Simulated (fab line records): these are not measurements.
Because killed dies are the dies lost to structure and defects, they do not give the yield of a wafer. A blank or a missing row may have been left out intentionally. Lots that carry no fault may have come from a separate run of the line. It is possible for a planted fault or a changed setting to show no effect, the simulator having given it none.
Matching of chambers -- flow nand-harc -- 4 sister chambers for NHARC_A_M1_CMP_23 on cmp-02
The step polishes, t overpolish 20 s, target thk 154.34 nm. 4 wafers are shown with their chamber, then 10 later ones without.

== EACH WAFER AND ITS CHAMBER ==
wafer,chamber,motor-current-A (A)
L087.4,3,16.4
L086.4,1,13.2
L085.3,0,10.8
L085.5,2,11.7

== WAFERS MISSING THEIR CHAMBER ==
wafer,motor-current-A (A)
L085.6,12.9
L089.1,13.3
L089.5,13.5
L089.6,11.2
L092.1,11.2
L092.5,15.9
L092.6,12.1
L093.2,12.1
L093.3,11.0
L093.6,16.6

== WHICH CHAMBER EACH ONE RAN IN ==
wafer,from the rows above,in truth
L085.6,1,1
L089.1,1,1
L089.5,1,1
L089.6,can't be placed: 0 or 2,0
L092.1,can't be placed: 0 or 2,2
L092.5,3,3
L092.6,2,2
L093.2,2,2
L093.3,can't be placed: 0 or 2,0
L093.6,3,3
7 of 10 placed correctly. Cannot be placed on the basis of these rows: 3; the candidates contain the true chamber in 3. 0 placed wrongly.
How it was worked out, from the rows above alone: a wafer's distance from a chamber is the root of the sum, over the readings, of the square of ((its reading less the chamber's mean) divided by the reading's scatter). If the next closest chamber is less than 2 further off than the closest, the wafer can't be placed; otherwise it belongs to the closest. A chamber's mean is the mean of its shown wafers. The scatter: root of mean squared gap, hidden wafer to nearest shown wafer, with one shown wafer a chamber.
